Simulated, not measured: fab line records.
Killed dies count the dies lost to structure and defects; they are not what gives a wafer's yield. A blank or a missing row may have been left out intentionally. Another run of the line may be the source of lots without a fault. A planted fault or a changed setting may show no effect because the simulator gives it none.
What tool caused it?	flow nand_harc	13 lots, 37 wafers sampled, at 5 steps of a route of 1159

== WHAT THE GAUGES READ, wafer by wafer ==
NHARC_END_SORT_01. Usual: killed_at_array 27, standard deviation 11; killed_at_other 0.7, standard deviation 0.93; killed_at_periphery 2.9, standard deviation 1.9; killed_dies 30, standard deviation 11; killed_open 3.1, standard deviation 1.7; killed_short 1.9, standard deviation 1.3.
lot	measured	on	killed_at_array	killed_at_other	killed_at_periphery	killed_dies	killed_open	killed_short	flag
L828	day 23 06:32	prober-02	30 23 25	2 2 0	2 1 1	34 26 26	4 4 3	0 0 3	

== EACH LOT AND THE TOOL THAT RAN IT (in order: tool; ch and the chambers of the sampled wafers; start) ==
lot	NHARC_A_SGD_CUT_ETCH_15	NHARC_A_SLIT_DEP_00	NHARC_A_SLIT_DEP_23	NHARC_A_SLIT_SOFTBAKE_04
L816	rie_diel-06 ch 1,2,3, day 14 15:20 or earlier	acl_dep-01 ch 0, day 14 15:20	pecvd-01 ch 0,1, day 14 16:43	litho_track-04 ch 0, day 14 16:00
L815	rie_diel-12 ch 1,3, day 14 14:44 or earlier	acl_dep-02 ch 0, day 14 14:44	pecvd-04 ch 0,2, day 14 16:44	litho_track-06 ch 0, day 14 17:00
L818	rie_diel-09 ch 0,1, day 15 05:20 or earlier	acl_dep-01 ch 0, day 15 05:20	pecvd-01 ch 1,2, day 15 07:04	litho_track-06 ch 0, day 15 07:00
L823	rie_diel-09 ch 1,2, day 16 12:01 or earlier	acl_dep-01 ch 0, day 16 12:01	pecvd-04 ch 0, day 16 14:04	litho_track-06 ch 0, day 16 14:00
L822	rie_diel-12 ch 0,1,2, day 16 12:39 or earlier	acl_dep-02 ch 0, day 16 12:39	pecvd-01 ch 0, day 16 14:22	litho_track-06 ch 0, day 16 14:00
L825	rie_diel-06 ch 1,2,3, day 17 08:10 or earlier	acl_dep-03 ch 0, day 17 08:10	pecvd-04 ch 1,2, day 17 10:08	litho_track-01 ch 0, day 17 10:00
L827	rie_diel-09 ch 0,1,3, day 17 23:31 or earlier	acl_dep-01 ch 0, day 17 23:31	pecvd-03 ch 0,1,2, day 18 00:50	litho_track-04 ch 0, day 18 01:00
L828	rie_diel-06 ch 0,1, day 17 21:06 or earlier	acl_dep-03 ch 0, day 17 21:06	pecvd-04 ch 1,2, day 17 23:10	litho_track-01 ch 0, day 17 23:00
L831	rie_diel-09 ch 1,2, day 18 07:53 or earlier	acl_dep-02 ch 0, day 18 07:53	pecvd-04 ch 1,2, day 18 09:33	litho_track-01 ch 0, day 18 09:00
L833	rie_diel-06 ch 0,1,2, day 19 06:53 or earlier	acl_dep-03 ch 0, day 19 06:53	pecvd-03 ch 0,1,2, day 19 08:01	litho_track-06 ch 0, day 19 08:00
L834	rie_diel-12 ch 0,2,3, day 18 23:17	acl_dep-02 ch 0, day 19 06:00	pecvd-01 ch 1,2, day 19 07:43	litho_track-04 ch 0, day 19 07:00
L836	rie_diel-12 ch 0,1, day 19 20:26 or earlier	acl_dep-02 ch 0, day 19 20:26	pecvd-04 ch 0,1, day 19 21:46	litho_track-04 ch 0, day 19 22:00
L835	rie_diel-12 ch 1,2,3, day 20 06:28 or earlier	acl_dep-03 ch 0, day 20 06:28	pecvd-03 ch 0,2, day 20 07:52	litho_track-01 ch 0, day 20 08:00
- NHARC_A_SGD_CUT_ETCH_15: etches the open film in CH3F/O2, target depth 75 nm, time 64.3 s.
- NHARC_A_SLIT_DEP_00: deposits aC, target thk 3200 nm.
- NHARC_A_SLIT_DEP_23: deposits SiON, target thk 100 nm.
- NHARC_A_SLIT_SOFTBAKE_04: time 55 s.

== AS READ BY THE TOOLS THEMSELVES (means over the sampled wafers that have a number; for cases with no such wafer, the mark the record gives instead) ==
NHARC_A_SGD_CUT_ETCH_15. Usual: drypump_motor_current_A 5.8 A, standard deviation 0.49; oes_product_au 0.964 a.u., standard deviation 0.017; rf_vpp_V 263.7 V, standard deviation 1.6; showerhead_plenum_p_Torr 2.44 Torr, standard deviation 0.084; throttle_valve_pct 20.663 %, standard deviation 0.0087.
lot	tool	drypump_motor_current_A (A)	oes_product_au (a.u.)	rf_vpp_V (V)	showerhead_plenum_p_Torr (Torr)	throttle_valve_pct (%)	flag
L816	rie_diel-06	5.7	0.964	263.9	2.43	20.655	
L815	rie_diel-12	6.0	0.972	264.0	2.46	20.661	
L818	rie_diel-09	5.1	0.958	265.1	2.54	20.663	
L823	rie_diel-09	5.8	0.952	262.9	2.42	20.669	
L822	rie_diel-12	5.9	0.968	263.6	2.41	20.665	
L825	rie_diel-06	5.7	0.960	263.3	2.43	20.668	
L827	rie_diel-09	5.2	0.965	265.6	2.52	20.655	
L828	rie_diel-06	5.9	0.970	263.9	2.43	20.664	
L831	rie_diel-09	5.6	0.975	263.5	2.44	20.672	
L833	rie_diel-06	5.6	0.962	264.7	2.44	20.660	
L834	rie_diel-12	6.2	0.997	263.6	2.46	20.665	
L836	rie_diel-12	5.6	0.948	262.2	2.34	20.659	
L835	rie_diel-12	6.1	0.967	264.1	2.48	20.667	

NHARC_A_SLIT_DEP_00. Usual: throttle_valve_pct at 35.001 %, with a standard deviation of 0.01.
lot	tool	throttle_valve_pct (%)	flag
L816	acl_dep-01	34.995	
L815	acl_dep-02	34.996	
L818	acl_dep-01	35.001	
L823	acl_dep-01	34.998	
L822	acl_dep-02	35.001	
L825	acl_dep-03	35.007	
L827	acl_dep-01	35.017	
L828	acl_dep-03	35.010	
L831	acl_dep-02	34.995	
L833	acl_dep-03	35.015	
L834	acl_dep-02	35.000	
L836	acl_dep-02	34.995	
L835	acl_dep-03	35.003	

NHARC_A_SLIT_DEP_23. Usual: heater_power_outer_w 439 W, standard deviation 82; heater_power_w 733 W, standard deviation 130; showerhead_vpp_V 1172 V, standard deviation 39.
lot	tool	heater_power_outer_w (W)	heater_power_w (W)	showerhead_vpp_V (V)	flag
L816	pecvd-01	534	924	1161	
L815	pecvd-04	389	654	1183	
L818	pecvd-01	396	660	1188	
L823	pecvd-04	428	704	1147	
L822	pecvd-01	571	997	1148	
L825	pecvd-04	442	735	1178	
L827	pecvd-03	408	670	1189	
L828	pecvd-04	466	756	1180	
L831	pecvd-04	487	802	1145	
L833	pecvd-03	387	654	1182	
L834	pecvd-01	479	784	1188	
L836	pecvd-04	513	852	1139	
L835	pecvd-03	395	670	1134	

NHARC_A_SLIT_SOFTBAKE_04. Usual: heater_power_total_W 188.45 W, standard deviation 0.12; plate_temp_C 105.04 C, standard deviation 0.12.
lot	tool	heater_power_total_W (W)	plate_temp_C (C)	flag
L816	litho_track-04	188.54	104.99	
L815	litho_track-06	188.47	105.20	
L818	litho_track-06	196.88	104.92	OFF
L823	litho_track-06	196.69	105.01	OFF
L822	litho_track-06	193.98	105.08	OFF
L825	litho_track-01	188.54	105.09	
L827	litho_track-04	188.35	105.14	
L828	litho_track-01	188.39	105.09	
L831	litho_track-01	188.45	105.11	
L833	litho_track-06	188.41	104.94	
L834	litho_track-04	188.45	104.92	
L836	litho_track-04	188.49	104.93	
L835	litho_track-01	188.49	105.00	

== THE ANSWER, worked out from the rows above alone ==
Rule: take the mean of a lot's wafers that have a number; if it is more than 3 standard deviations from the usual mean, the lot is off. Also off: a lot with no number at a reading for which 4 or more lots have one. All remaining lots with rows at the step are treated as sound. First the gauges in route order, then the tools' own readings, where a lot's mean is used as printed above. At the first step where some lot is off, the reading lying furthest off is the one used; lots without a number count as furthest.
Off, at NHARC_A_SLIT_SOFTBAKE_04 on heater_power_total_W: L818, L823, L822.
If a tool, at that step or one of the process steps before it, ran each lot that is off and ran no sound lot following the first of them, it fits. Because NHARC_A_SGD_CUT_ETCH_15 lacks a start for some lots, the hours and order of its lots are taken from NHARC_A_SLIT_DEP_00. None of those tried fits.

== WHAT WAS PUT IN BY THE SIMULATOR ==
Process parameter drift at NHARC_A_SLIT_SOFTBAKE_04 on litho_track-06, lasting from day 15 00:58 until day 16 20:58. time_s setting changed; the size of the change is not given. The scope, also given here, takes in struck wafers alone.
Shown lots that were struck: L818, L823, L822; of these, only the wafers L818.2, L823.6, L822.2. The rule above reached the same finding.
